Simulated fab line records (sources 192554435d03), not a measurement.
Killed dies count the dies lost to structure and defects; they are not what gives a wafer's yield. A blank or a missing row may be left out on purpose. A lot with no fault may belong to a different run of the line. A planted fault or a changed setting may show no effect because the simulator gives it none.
fab line records	flow n5-finfet
[record] lots = 6	wafers = 14	last-day = 16
route steps=1938 shown BEOL_M0@739 BEOL_M1@751 BEOL_M4@1111 PASSIVATION@1936
lots with no fault: from the same line, run without faults
start-h: hours from the record's first day to the start of the lot's first wafer shown	wait-h: hours from the lot's prior step to this one	" as in the row above	L1.1+2: a single row standing in for several wafers	- no value, or no start given	* or withheld: withheld	< > ~ a bound
route shown NAME@n: names a module that has steps shown in the file, with the first one's number in the route	usual: mean/standard deviation taken from wafers without a fault	same: alike in all rows	chamber/n: place in a boat	sites: readings site by site	_std_site: the standard deviation of these	_edge_site: inner sites' mean taken away from outer sites' mean	radius-mm: how far each site lies from the wafer's centre	mask NAME#n: copy n	behind: the last tool/chamber to shape the wafer	hold: why the lot went on hold/how many hours it stayed there/how the hold came to an end	device: the n, p or np transistor that did not switch	end of line: at the end of the route, the tests of the same wafers	a step given without rows: its recipe and nothing more	killed: dies that structure and defects cost at the first sort, which is not the same as the wafer's yield	map: dies across one wafer; x = killed, . = not, _ = none there
set.NAME: the run value of the setting; set.NAME@STEP: its run value at that earlier step	model.NAME: the simulator's own value behind a step, which no gauge read
lots at selected steps of the route; one table per step, one row per wafer
services: the hour from which a tool's chamber was out of use, counted from the record's first day as start-h (under 0 if before that day), plus the number of hours and why
[[steps]]
[step N5_BEOL_M0_ANNEAL_135]
[recipe] temp-c = 400	time-s = 60	ambient = vacuum
[step N5_BEOL_M0_SPUTTER_141]
[recipe] material = Cu	target-thk-a = 40	temp-c = -20	chamber-pressure-pa = 0.07	power-w = withheld	time-s = 7.37
[usual] throttle-valve-pct = 29.8/1.2
lot.wafer	tool	chamber	start-h	wait-h	throttle-valve-pct
L269.1	pvd-sputter-01	-	149.96	0.0	30.7
L269.3	"	-	"	"	29.2
L269.5	"	-	"	"	29.0
L270.1	pvd-sputter-02	-	161.35	0.0	32.4
L270.2	"	-	"	"	29.0
L270.3	"	-	"	"	27.5
L280.4	pvd-sputter-01	-	210.28	0.0	30.7
L281.5	pvd-sputter-02	-	215.99	0.0	29.2
L283.1	pvd-sputter-02	-	231.63	0.0	32.1
L283.3	"	-	"	"	28.0
L283.6	"	-	"	"	30.5
L284.3	pvd-sputter-03	-	235.01	0.0	29.9
L284.5	"	-	"	"	28.3
L284.6	"	-	"	"	29.9
[step N5_BEOL_M0_ECD_118]
[recipe] material = Cu	target-thk-a = 3000
[step N5_BEOL_M0_ANNEAL_119]
[recipe] temp-c = 225	time-s = 90	ambient = N2
[usual] anneal-temp-c = 224.94/0.18	wafer_temp_C_max = 225.82/0.23
lot.wafer	tool	chamber	start-h	wait-h	anneal-temp-c	wafer_temp_C_max
L269.1	rtp-anneal-02	0	150.15	0.1	224.94	225.56
L269.3	"	0	"	"	225.08	225.57
L269.5	"	0	"	"	224.97	225.51
L270.1	rtp-anneal-01	0	161.70	0.2	224.89	225.71
L270.2	"	0	"	"	225.04	225.81
L270.3	"	0	"	"	225.10	225.95
L280.4	rtp-anneal-01	0	210.69	0.3	224.82	226.24
L281.5	rtp-anneal-01	0	216.85	0.7	224.70	226.03
L283.1	rtp-anneal-01	0	231.84	0.1	225.08	226.08
L283.3	"	0	"	"	224.92	225.88
L283.6	"	0	"	"	224.96	226.24
L284.3	rtp-anneal-01	0	235.32	0.1	225.05	226.05
L284.5	"	0	"	"	225.02	226.17
L284.6	"	0	"	"	225.02	226.24
[step N5_BEOL_M0_CMP_120]
[recipe] stop-on = SiOC	t-overpolish-s = 6.9	down-force-psi = 1	platen-rpm = 50	clearing-platen-down-force-psi = 1.5	clearing-platen-rpm = 50	post-cmp-clean = cu-alkaline	clearing-platen-pad-velocity-m-s = 0.99484	pad-velocity-m-s = 0.99484
[step N5_BEOL_M0_PRE_CLEAN_131]
[recipe] gas = NH3/H2	time-s = 15	temp-c = *	rf-power-w = 300
[usual] heater-power-w = 93/14	rf-fwd-power-W = 296.0/1.2
lot.wafer	tool	chamber	start-h	wait-h	heater-power-w	rf-fwd-power-W
L269.1	cvd-co-01	0	150.78	0.0	69	294.9
L269.3	"	2	"	"	104	297.8
L269.5	"	0	"	"	68	294.7
L270.1	cvd-co-02	1	162.33	0.0	89	296.3
L270.2	"	0	"	"	109	296.6
L270.3	"	2	"	"	84	298.0
L280.4	cvd-co-02	2	211.49	0.2	86	295.1
L281.5	cvd-co-01	0	217.33	0.1	71	295.7
L283.1	cvd-co-02	0	232.56	0.1	107	296.7
L283.3	"	1	"	"	90	295.9
L283.6	"	2	"	"	86	297.0
L284.3	cvd-co-02	1	235.85	0.0	91	294.8
L284.5	"	1	"	"	87	294.4
L284.6	"	0	"	"	107	294.4
[step N5_BEOL_M0_CO_CAP_123]
[recipe] material = Co	target-thk-a = 20	temp-c = 200	precursor = CCTBA/H2	pressure-torr = 30	time-s = 102.1
[step N5_BEOL_M0_PRE_CLEAN_124]
[recipe] gas = NH3	time-s = 15	temp-c = withheld	rf-power-w = 300
[step N5_BEOL_M0_DEP_125]
[recipe] material = SiCN	target-thk-a = 80	temp-c = withheld	precursor = 3MS/NH3	pressure-torr = 3	rf-w = 202	time-s = 14
[step N5_BEOL_M0_RS_MEAS_126]
[recipe] thk-meas-gauge = four-point-probe	reads = Co_of_BEOL_M0_CO_CAP_123+Cu_of_BEOL_M0_ECD_118+Co_of_BEOL_M0_CVD_115+TaN_of_BEOL_M0_ALD_136
[usual] M0_RS = 0.528/0.024
lot.wafer	tool	chamber	start-h	wait-h	M0_RS[ohm/sq]
L269.1	film-metro-01	-	151.01	0.0	0.542
L269.3	"	-	"	"	0.531
L269.5	"	-	"	"	0.523
L270.1	film-metro-01	-	162.55	0.0	0.513
L270.2	"	-	"	"	0.523
L270.3	"	-	"	"	0.543
L280.4	film-metro-02	-	211.70	0.0	0.511
L281.5	film-metro-02	-	217.54	0.0	0.482
L283.1	film-metro-02	-	232.78	0.0	0.504
L283.3	"	-	"	"	0.521
L283.6	"	-	"	"	0.512
L284.3	film-metro-01	-	236.08	0.1	0.502
L284.5	"	-	"	"	0.505
L284.6	"	-	"	"	0.550
[step N5_BEOL_M0_INSPECT_127]
[recipe] inspect-instrument = darkfield	mode = post-dep
[usual] raw-defect-count = 68/22
lot.wafer	tool	chamber	start-h	wait-h	raw-defect-count
L269.1	defect-inspect-01	-	151.03	0.0	75
L269.3	"	-	"	"	42
L269.5	"	-	"	"	54
L270.1	defect-inspect-01	-	162.58	0.0	95
L270.2	"	-	"	"	79
L270.3	"	-	"	"	60
L280.4	defect-inspect-01	-	211.72	0.0	48
L281.5	defect-inspect-01	-	217.56	0.0	54
L283.1	defect-inspect-02	-	232.81	0.0	65
L283.3	"	-	"	"	60
L283.6	"	-	"	"	47
L284.3	defect-inspect-02	-	236.10	0.0	64
L284.5	"	-	"	"	84
L284.6	"	-	"	"	52
[step N5_BEOL_M1_ILD_DEP_00]
[recipe] material = SiOC	target-thk-a = 790	temp-c = 350	precursor = DEMS/O2	pressure-torr = 5	rf-w = 500	time-s = 15.3
[usual] chamber-pressure-Torr = 5.000/0.012	heater-power-w = 533/79	rf-fwd-power-W = 493.9/2.3	showerhead-plenum-p-Torr = 5.690/0.024	throttle-valve-pct = 11.7/0.62
lot.wafer	tool	chamber	start-h	wait-h	chamber-pressure-Torr	heater-power-w	rf-fwd-power-W	showerhead-plenum-p-Torr	throttle-valve-pct	model.SiOC_of_BEOL_M1_ILD_DEP_00.thk-nm
L269.1	pecvd-01	2	151.07	0.0	5.006	608	494.4	5.669	10.8	78.8
L269.3	"	0	"	"	4.993	467	494.0	5.699	12.0	78.4
L269.5	"	2	"	"	5.009	610	495.4	5.649	10.8	80
L270.1	pecvd-02	0	162.61	0.0	5.012	516	495.3	5.693	12.7	78
L270.2	"	1	"	"	5.006	501	492.4	5.683	12.8	77.2
L270.3	"	1	"	"	4.996	493	494.2	5.682	12.6	78.4
L280.4	pecvd-01	0	211.78	0.1	5.022	479	498.8	5.717	12.1	128.4
L281.5	pecvd-01	0	217.61	0.1	5.005	430	496.7	5.699	11.8	128.4
L283.1	pecvd-03	1	232.84	0.0	5.019	566	496.4	5.714	12.1	79
L283.3	"	0	"	"	5.010	543	491.4	5.719	11.2	77.4
L283.6	"	2	"	"	5.011	427	490.4	5.696	11.3	79.2
L284.3	pecvd-02	2	236.14	0.0	4.992	514	489.1	5.700	10.9	77.8
L284.5	"	0	"	"	4.998	496	498.6	5.672	12.6	80.2
L284.6	"	1	"	"	5.004	476	492.0	5.685	12.4	79
[step N5_BEOL_M1_THK_MEAS_01]
[recipe] reads = SiOC_of_BEOL_M1_ILD_DEP_00
[usual] M1_ILD_THK = 79.1/1.2
lot.wafer	tool	chamber	start-h	wait-h	M1_ILD_THK[nm]
L269.1	film-metro-01	-	151.14	0.0	78.8
L269.3	"	-	"	"	78.5
L269.5	"	-	"	"	80.1
L270.1	film-metro-02	-	162.70	0.1	78.0
L270.2	"	-	"	"	77.3
L270.3	"	-	"	"	78.4
L280.4	film-metro-01	-	211.83	0.0	128.5
L281.5	film-metro-01	-	217.67	0.0	128.3
L283.1	film-metro-01	-	232.91	0.0	78.9
L283.3	"	-	"	"	77.4
L283.6	"	-	"	"	79.3
L284.3	film-metro-02	-	236.21	0.1	77.6
L284.5	"	-	"	"	80.2
L284.6	"	-	"	"	79.0
[step N5_BEOL_M1_PECVD_72]
[recipe] material = SiO2	target-thk-a = 160	temp-c = 400	precursor = TEOS/O2	pressure-torr = 5.5	rf-w = 450	teos-flow-sccm = 53.8	gas = O2	flow-sccm = 3000	time-s = 18
[step N5_BEOL_M1_HM_DEP_02]
[recipe] material = TiN	target-thk-a = 200	temp-c = 25	chamber-pressure-pa = 0.49996
[usual] throttle-valve-pct = 29.9/1.1
lot.wafer	tool	chamber	start-h	wait-h	throttle-valve-pct
L269.1	pvd-sputter-03	-	152.01	0.8	30.1
L269.3	"	-	"	"	30.2
L269.5	"	-	"	"	28.4
L270.1	pvd-sputter-01	-	164.73	2.0	31.0
L270.2	"	-	"	"	29.4
L270.3	"	-	"	"	30.6
L280.4	pvd-sputter-03	-	213.88	2.0	30.3
L281.5	pvd-sputter-01	-	218.56	0.8	29.4
L283.1	pvd-sputter-02	-	234.70	1.7	32.4
L283.3	"	-	"	"	30.5
L283.6	"	-	"	"	27.6
L284.3	pvd-sputter-02	-	236.59	0.3	32.3
L284.5	"	-	"	"	32.2
L284.6	"	-	"	"	30.7
[step N5_BEOL_M1_COAT_61]
[recipe] resist = SOC	temp-c = 250	time-s = 60	spin-rpm = 1500	resist-thk-nm = 60
[step N5_BEOL_M1_COAT_62]
[recipe] resist = SiARC	temp-c = 220	time-s = 60	spin-rpm = 1500	resist-thk-nm = 12
[step N5_BEOL_M1_COAT_73]
[recipe] resist = underlayer	temp-c = 205	time-s = 60	spin-rpm = 1500	resist-thk-nm = 5
[step N5_BEOL_M1_COAT_05]
[recipe] resist = CAR-EUV	spin-rpm = 1500	resist-thk-nm = 30
[step N5_BEOL_M1_EBR_07]
[recipe] solvent = PGMEA	ebr-width-mm = 1.5
[step N5_BEOL_M1_SOFTBAKE_06]
[recipe] temp-c = 110	time-s = 60	resist = CAR-EUV
[step N5_BEOL_M1_EXPOSE_08]
[recipe] mask-id = M1	na = 0.33	source-shape = dipole	sigma-inner = 0.369	sigma-outer = 0.767	polarization = unpolarized	dose-mj = 33
[step N5_BEOL_M1_PEB_09]
[recipe] peb-temp-c = 100	peb-time-s = 60	resist = CAR-EUV
[step N5_BEOL_M1_DEVELOP_10]
[recipe] develop-time-s = 30	developer = TMAH	resist = CAR-EUV	rinse-liquid = surfactant-rinse	dry = air-spin	dev-temp-c = 23
[step N5_BEOL_M1_CD_MEAS_11]
[recipe] target-cd-nm = 17.05	landing-energy-ev = 500	detector = se-inlens	polarity = opening
[usual] cd-nm = 17.01/0.28
lot.wafer	tool	chamber	start-h	wait-h	cd-nm
L269.1	cd-sem-01	0	152.52	-	17.08
L269.3	"	0	"	"	16.65
L269.5	"	0	"	"	16.37
L270.1	cd-sem-03	0	165.26	-	17.09
L270.2	"	0	"	"	17.18
L270.3	"	0	"	"	17.43
L280.4	cd-sem-02	0	214.40	-	17.36
L281.5	cd-sem-02	0	218.90	-	16.70
L283.1	cd-sem-02	0	235.21	-	16.89
L283.3	"	0	"	"	16.61
L283.6	"	0	"	"	17.37
L284.3	cd-sem-02	0	237.11	-	17.40
L284.5	"	0	"	"	16.86
L284.6	"	0	"	"	17.50
[step N5_BEOL_M1_OVL_MEAS_12]
[recipe] points-per-wafer = 522
[usual] M1_OVL = 0.1/0.56
lot.wafer	tool	chamber	start-h	wait-h	M1_OVL[nm]
L269.1	overlay-02	0	152.55	0.0	-0.1
L269.3	"	0	"	"	-0.7
L269.5	"	0	"	"	-0.1
L270.1	overlay-01	0	165.29	0.0	0.0
L270.2	"	0	"	"	0.4
L270.3	"	0	"	"	-0.7
L280.4	overlay-01	0	214.44	0.0	0.7
L281.5	overlay-01	0	218.95	0.0	0.4
L283.1	overlay-02	0	235.24	0.0	0.3
L283.3	"	0	"	"	-0.4
L283.6	"	0	"	"	-0.2
L284.3	overlay-01	0	237.15	0.0	0.0
L284.5	"	0	"	"	-0.2
L284.6	"	0	"	"	0.6
[step N5_BEOL_M1_INSPECT_13]
[recipe] mode = adi	inspect-instrument = brightfield
[usual] raw-defect-count = 398/81
lot.wafer	tool	chamber	start-h	wait-h	raw-defect-count
L269.1	defect-inspect-01	-	152.61	0.1	449
L269.3	"	-	"	"	452
L269.5	"	-	"	"	364
L270.1	defect-inspect-01	-	165.35	0.1	486
L270.2	"	-	"	"	501
L270.3	"	-	"	"	420
L280.4	defect-inspect-02	-	214.48	0.0	439
L281.5	defect-inspect-02	-	218.99	0.0	289
L283.1	defect-inspect-02	-	235.30	0.1	328
L283.3	"	-	"	"	318
L283.6	"	-	"	"	392
L284.3	defect-inspect-01	-	237.20	0.0	320
L284.5	"	-	"	"	400
L284.6	"	-	"	"	279
[step N5_BEOL_M1_DESCUM_16]
[recipe] chemistry = O2	time-s = 7	source-power-w = 50	bias-power-w = 20	pressure-mtorr = 20	rf-frequency-hz = 2.712e+07	temp-c = 40	resist = CAR-EUV	o2-flow-sccm = 225
[step N5_BEOL_M1_ETCH_74]
[recipe] chemistry = N2/H2	target = underlayer	target-depth-a = 65	mask-material = CAR-EUV	time-s = 5.2	ion-energy-ev = 200	pressure-mtorr = 30	source-w = 840	bias-w = 150	n2-flow-sccm = 200	h2-flow-sccm = 200	ends = cleared
[step N5_BEOL_M1_ETCH_63]
[recipe] chemistry = CF4	target = SiARC	target-depth-a = 156	mask-material = CAR-EUV	time-s = 26	ion-energy-ev = 80	pressure-mtorr = 40	source-w = 545	bias-w = 36	Ar_flow_sccm = 100	cf4-flow-sccm = 100	ends = cleared
[step N5_BEOL_M1_ETCH_64]
[recipe] chemistry = N2/H2	target = SOC	target-depth-a = 750	overetch-a = 150	mask-material = SiARC	temp-c = 40	time-s = 112.5	ion-energy-ev = 200	pressure-mtorr = 30	source-w = 840	bias-w = 150	n2-flow-sccm = 200	h2-flow-sccm = 200
[step N5_BEOL_M1_STRIP_65]
[recipe] chemistry = N2/H2	temp-c = 40	n2-flow-sccm = 200	h2-flow-sccm = 200	rf-frequency-hz = 6e+07
[step N5_BEOL_M1_STRIP_75]
[recipe] chemistry = N2/H2	temp-c = 40	n2-flow-sccm = 200	h2-flow-sccm = 200	rf-frequency-hz = 6e+07
[step N5_BEOL_M1_STRIP_66]
[recipe] chemistry = CF4	resist = SiARC	power-w = 300	bias-power-w = 75	pressure-mtorr = 50	cf4-flow-sccm = 150	rf-frequency-hz = 6e+07
[usual] cf4-flow-sccm = 150.0/0.48	drypump-motor-current-A = 5.8/0.47	oes-product-au = 0.77/0.058	rf-fwd-power-W = 292.6/0.86	rf-vpp-V = 271.0/1.2	showerhead-plenum-p-Torr = 1.79/0.045	throttle-valve-pct = 13.53/0.22
lot.wafer	tool	chamber	start-h	wait-h	cf4-flow-sccm	drypump-motor-current-A	oes-product-au	rf-fwd-power-W	rf-hours-counter-h	rf-vpp-V	showerhead-plenum-p-Torr	throttle-valve-pct
L269.1	rie-diel-05	3	153.42	0.0	149.7	6.4	0.82	292.8	77	269.7	1.76	13.70
L269.3	"	0	"	"	150.4	5.8	0.71	293.4	217	270.4	1.78	13.71
L269.5	"	3	"	"	149.9	6.4	0.82	291.3	-	269.6	1.76	13.70
L270.1	rie-diel-05	1	165.82	0.0	150.1	5.6	0.74	294.2	155	272.3	1.86	13.45
L270.2	"	3	"	"	150.1	6.4	0.81	292.2	79	269.2	1.76	13.72
L270.3	"	0	"	"	150.4	5.8	0.72	292.8	219	269.6	1.78	13.72
L280.4	rie-diel-05	0	214.72	0.0	150.3	5.8	0.71	292.2	232	270.0	1.78	13.74
L281.5	rie-diel-02	0	219.24	0.0	150.4	5.3	0.84	292.4	-	270.1	1.73	12.96
L283.1	rie-diel-05	0	236.18	0.0	149.7	5.8	0.70	292.3	239	271.2	1.78	13.76
L283.3	"	3	"	"	149.6	6.4	0.79	292.6	99	269.1	1.76	13.74
L283.6	"	3	"	"	150.1	6.4	0.80	292.9	-	270.2	1.75	13.75
L284.3	rie-diel-03	2	237.50	0.0	149.9	5.8	0.69	293.4	242	272.8	1.85	13.82
L284.5	"	3	"	"	150.9	6.7	0.78	292.9	-	272.9	1.83	13.50
L284.6	"	2	"	"	150.0	5.7	0.69	293.9	-	272.1	1.85	13.79
[step N5_BEOL_M1_HM_OPEN_17]
[recipe] chemistry = Cl2/BCl3	target-depth-a = 200	overetch-a = 60	target = TiN	mask-material = SOC	ion-energy-ev = 150	pressure-mtorr = 10	icp-w = 1000	bias-w = 126	Cl2_flow_sccm = 53.25	bcl3-flow-sccm = 21.75	Ar_flow_sccm = 25
[step N5_BEOL_M1_STRIP_19]
[recipe] chemistry = O2	power-w = 400	temp-c = 40	pressure-mtorr = 30	rf-frequency-hz = 6e+07	bias-power-w = 0	overash-fraction = 0.2	o2-flow-sccm = 225
[step N5_BEOL_M1_CD_MEAS_18]
[recipe] pitch-nm = 36	target-cd-nm = 18
[usual] cd-nm = 17.8/0.37
lot.wafer	tool	chamber	start-h	wait-h	cd-nm
L269.1	cd-sem-02	-	153.69	0.0	17.7
L269.3	"	-	"	"	17.9
L269.5	"	-	"	"	17.3
L270.1	cd-sem-03	-	166.05	0.0	17.5
L270.2	"	-	"	"	17.8
L270.3	"	-	"	"	17.0
L280.4	cd-sem-01	-	214.97	0.1	17.6
L281.5	cd-sem-02	-	219.46	0.0	17.8
L283.1	cd-sem-02	-	236.41	0.0	17.4
L283.3	"	-	"	"	17.9
L283.6	"	-	"	"	18.3
L284.3	cd-sem-03	-	237.72	0.1	17.6
L284.5	"	-	"	"	18.6
L284.6	"	-	"	"	18.2
[step N5_BEOL_M1_COAT_67]
[recipe] resist = SOC	temp-c = 250	time-s = 60	spin-rpm = 1500	resist-thk-nm = 60
[step N5_BEOL_M1_COAT_68]
[recipe] resist = SiARC	temp-c = 220	time-s = 60	spin-rpm = 1500	resist-thk-nm = 12
[step N5_BEOL_M1_COAT_76]
[recipe] resist = underlayer	temp-c = 205	time-s = 60	spin-rpm = 1500	resist-thk-nm = 5
[step N5_BEOL_M1_COAT_22]
[recipe] resist = CAR-EUV	spin-rpm = 1500	resist-thk-nm = 30
[step N5_BEOL_M1_CMP_52]
[recipe] stop-on = SiOC	t-overpolish-s = 6.8	down-force-psi = 1	platen-rpm = 50	clearing-platen-down-force-psi = 1.5	clearing-platen-rpm = 50	post-cmp-clean = cu-alkaline	target-thk-nm = 40	clearing-platen-pad-velocity-m-s = 0.99484	pad-velocity-m-s = 0.99484
[usual] head-pressure-psi = 1.0002/0.0021	motor-current-A = 6.4/0.58	pad-life-wafers = 934/570	slurry-flow-ml-min = 150.0/0.52
lot.wafer	tool	chamber	start-h	wait-h	head-pressure-psi	motor-current-A	pad-life-wafers	slurry-flow-ml-min	model.SiOC_of_BEOL_M1_ILD_DEP_00.thk-nm	model.Cu_of_BEOL_M1_ECD_50.thk-nm
L269.3	cmp-03	1	158.59	0.2	0.9963	5.5	1356	149.7	77.6	38.4
L269.1	"	2	"	"	0.9969	5.8	1357	149.5	77.8	41.2
L269.5	"	1	"	"	1.0004	5.7	-	150.4	79	40
L270.1	cmp-03	0	178.96	0.4	0.9988	6.3	1549	150.4	77	38.6
L270.3	"	1	"	"	1.0037	6.0	1550	149.6	77.6	37
L270.2	"	2	"	"	0.9976	5.7	1551	150.0	76.2	37.8
L280.4	cmp-02	0	221.77	0.2	1.0008	7.0	465	150.0	127.4	88
L281.5	cmp-03	3	235.00	0.2	1.0012	7.2	-	150.1	127.4	91.8
L283.1	cmp-04	0	245.40	0.4	1.0032	5.6	1454	149.8	78	39.6
L283.3	"	1	"	"	1.0031	6.4	1455	149.8	76.4	37.4
L283.6	"	3	"	"	1.0002	7.2	-	150.1	78.2	38.2
L284.3	cmp-03	2	250.34	0.3	1.0009	5.7	9	150.3	76.8	40.2
L284.6	"	3	"	"	1.0011	6.6	-	149.5	78	43.8
L284.5	"	0	"	"	1.0023	6.4	-	150.6	79.2	43.6
[step N5_BEOL_M4_RC_MEAS_101]
[usual] DIBL_N = 36.0/2.2	DIBL_P = 35.9/2.6	IOFF_N = 0.16/0.038	IOFF_P = 0.21/0.042	ION_N = 675/15	ION_P = 463/10	SS_N = 71.5/0.62	SS_P = 73.2/0.76	VT_N = 250/4.1	VT_P = -251/3.6
lot.wafer	tool	chamber	start-h	wait-h	DIBL_N[mV/V]	DIBL_P[mV/V]	IOFF_N[nA/um]	IOFF_P[nA/um]	ION_N[uA/um]	ION_P[uA/um]	SS_N[mV/dec]	SS_P[mV/dec]	VT_N[mV]	VT_P[mV]
L269.1	prober-01	0	195.21	0.0	34.6	34.5	0.14	0.19	683	470	71.3	73.1	249	-251
L269.3	"	0	"	"	31.4	31.4	0.11	0.16	667	461	70.3	72.1	251	-252
L269.5	"	0	"	"	35.9	36.8	0.16	0.20	689	465	71.7	73.3	249	-252
L270.1	prober-01	0	210.74	0.0	40.7	38.3	0.21	0.25	689	463	71.7	73.5	246	-250
L270.2	"	0	"	"	36.1	34.8	0.13	0.18	684	470	71.2	72.5	253	-253
L270.3	"	0	"	"	35.0	32.6	0.11	0.16	664	460	71.0	72.3	255	-254
L283.1	prober-02	0	281.12	0.0	37.3	38.4	0.18	0.23	685	471	70.4	72.5	246	-247
L283.3	"	0	"	"	38.6	39.5	0.19	0.25	699	479	71.2	73.5	247	-246
L283.6	"	0	"	"	36.1	37.1	0.14	0.21	680	471	71.4	73.1	250	-251
L284.3	prober-02	0	293.88	0.3	35.8	36.7	0.17	0.21	692	470	71.0	73.0	248	-250
L284.5	"	0	"	"	35.7	36.8	0.16	0.21	664	456	71.4	73.1	251	-251
L284.6	"	0	"	"	39.5	40.8	0.26	0.29	706	482	72.5	75.1	245	-244
[step N5_PASSIVATION_PROBE_49]
[usual] defect-limited-yield = 91.4/1.6	killed_at_M0_to_M3 = 35/10	killed_at_M4_up = 12/4.7	killed-at-contacts = 12/5.8	killed-at-front-end = 38/12	killed-at-other = 4/3.2	killed-dies = 102/18	killed-open = 68/14	killed-short = 32/8	sort_bin_5_function = 5.1/0.96	sort_bin_6_memory = 3.2/0.77	sort-n-pass = 1078/20	sort-yield-pct = 91.3/1.7
[same] gross-dies = 1180	killed-at-back-side = 0	sort_bin_4_leakage[%] = 0	sort_bin_8_speed[%] = 0
lot.wafer	tool	chamber	start-h	wait-h	defect-limited-yield[%]	killed_at_M0_to_M3	killed_at_M4_up	killed-at-contacts	killed-at-front-end	killed-at-other	killed-dies	killed-open	killed-short	sort_bin_5_function[%]	sort_bin_6_memory[%]	sort-n-pass	sort-yield-pct[%]
L270.1	prober-02	-	319.68	0.0	94.1	25	8	7	25	5	70	41	20	3.0	2.2	1110	94.1
L270.2	prober-02	-	319.73	0.1	91.9	41	19	8	27	1	96	62	34	5.0	3.0	1084	91.9
L270.3	prober-02	-	319.78	0.1	93.5	45	10	5	12	5	77	45	31	4.2	2.4	1103	93.5
L284.3	prober-01	-	394.40	0.1	91.2	34	9	9	47	5	104	72	31	5.6	3.0	1076	91.2
L284.5	prober-01	-	394.50	0.2	91.3	21	15	6	51	10	103	73	30	5.0	3.6	1077	91.3
L284.6	prober-01	-	394.55	0.3	90.6	23	21	18	42	7	111	72	39	5.8	3.5	1069	90.6
// killed by level:class
L270.1 HKMG_FIN:area-etch=8 STI_FIN_REVEAL:geometric-particle:open=5 MOL_CONTACT_COAG:geometric-particle:open=5 BEOL_M3:geometric-particle:open=5 BEOL_M0_SAQP:geometric-particle:short=4 BEOL_M0_SAQP:geometric-particle:open=4 BEOL_M0:geometric-particle:open=3 BEOL_M1:geometric-particle:open=3
L270.2 BEOL_M0_SAQP:geometric-particle:short=13 BEOL_M4:geometric-particle:open=12 BEOL_M3:geometric-particle:open=10 MOL_CONTACT_COAG:geometric-particle:open=6 DUMMY_GATE:geometric-particle:open=5 BEOL_M0_SAQP:geometric-particle:open=5 BEOL_M0:geometric-particle:open=5 GATE_CUT:geometric-particle:short=4
L270.3 BEOL_M0_SAQP:geometric-particle:short=11 BEOL_M0_SAQP:geometric-particle:open=10 BEOL_M1:geometric-particle:open=7 BEOL_M2:geometric-particle:open=5 BEOL_M4:geometric-particle:open=4 MOL_CONTACT_COAG:geometric-particle:open=3 BEOL_M2:geometric-particle:short=3 STARTING-WAFER:geometric-particle:short=3
L284.3 STI_FIN_REVEAL:geometric-particle:open=14 BEOL_M3:geometric-particle:open=12 FIN_SAQP:geometric-particle:short=8 BEOL_M0_SAQP:geometric-particle:short=8 BEOL_M0_SAQP:geometric-particle:open=8 MOL_CONTACT_COAG:geometric-particle:open=8 DUMMY_GATE:geometric-particle:open=6 BEOL_M4:geometric-particle:open=5
L284.5 STI_FIN_REVEAL:geometric-particle:open=14 FIN_SAQP:geometric-particle:short=7 DUMMY_GATE:geometric-particle:open=7 MOL_CONTACT_COAG:geometric-particle:open=6 BEOL_M4:geometric-particle:open=6 BEOL_M3:geometric-particle:open=5 BEOL_M0_SAQP:geometric-particle:short=5 MIM_TOP:geometric-particle:open=5
L284.6 STI_FIN_REVEAL:geometric-particle:open=17 MOL_CONTACT_COAG:geometric-particle:open=13 BEOL_M4:geometric-particle:open=8 BEOL_M0_SAQP:geometric-particle:open=7 FIN_SAQP:geometric-particle:short=5 MOL_CONTACT_COAG:geometric-particle:short=5 BEOL_M3:geometric-particle:open=5 FIN_SAQP:geometric-particle:open=4
[[services]]
tool	chamber	start-h	hours	kind
cmp-03	-	126.83	1.2	repair
rie-diel-05	3	129.67	16.7	repair
cmp-02	-	131.75	0.2	repair
cmp-02	-	133.37	1.2	repair
cvd-co-02	-	138.59	6.9	pm
pecvd-02	0	142.67	2.1	scheduled-down
cmp-02	-	145.92	3.0	repair
pvd-sputter-01	-	150.27	1.8	repair
cvd-co-02	-	150.64	1.2	repair
pecvd-02	2	158.51	5.0	scheduled-down
rie-diel-05	-	159.80	1.1	repair
cmp-02	-	161.59	4.0	pm
cmp-02	-	174.42	6.1	pm
cmp-04	-	177.55	0.7	repair
cmp-02	-	183.13	0.8	repair
rie-diel-03	2	189.48	14.7	repair
cvd-co-02	-	198.93	0.9	repair
cmp-04	-	207.57	24.7	pm
cmp-03	-	238.49	1.3	repair
cmp-02	-	239.66	0.5	repair
cmp-03	-	245.04	4.0	pm
cmp-03	-	249.04	-	consumable-replace:conditioner
cmp-03	-	249.04	-	consumable-replace:pad
rie-diel-02	-	249.58	2.8	pm
[[key]]
[first-sign] step = N5_BEOL_M1_THK_MEAS_01	reading = M1_ILD_THK	direction = up	sigmas = 42	usual = 79.1	struck = 128.4
effect none on later readings
[model-effect] step = N5_BEOL_M1_ILD_DEP_00	value = SiOC_of_BEOL_M1_ILD_DEP_00.thk-nm	without = 79	struck = 128.4
[model-effect] step = N5_BEOL_M1_CMP_52	value = SiOC_of_BEOL_M1_ILD_DEP_00.thk-nm	without = 78	struck = 127.4
met-at N5_BEOL_M1_ILD_DEP_00
struck-wafers L280.4,L281.5
rows-end L280.4,L281.5
onset-between 151.07 211.78
[fault] kind = process-parameter-drift	tool = pecvd-01	chamber = 0	onset-h = 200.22	steps = N5_BEOL_M1_ILD_DEP_00	channel = time-s	offset = *	shape = step	acts-in = *	stated = *
// rows-end: these wafers met a further fault down the route, and their rows from its step on are left out
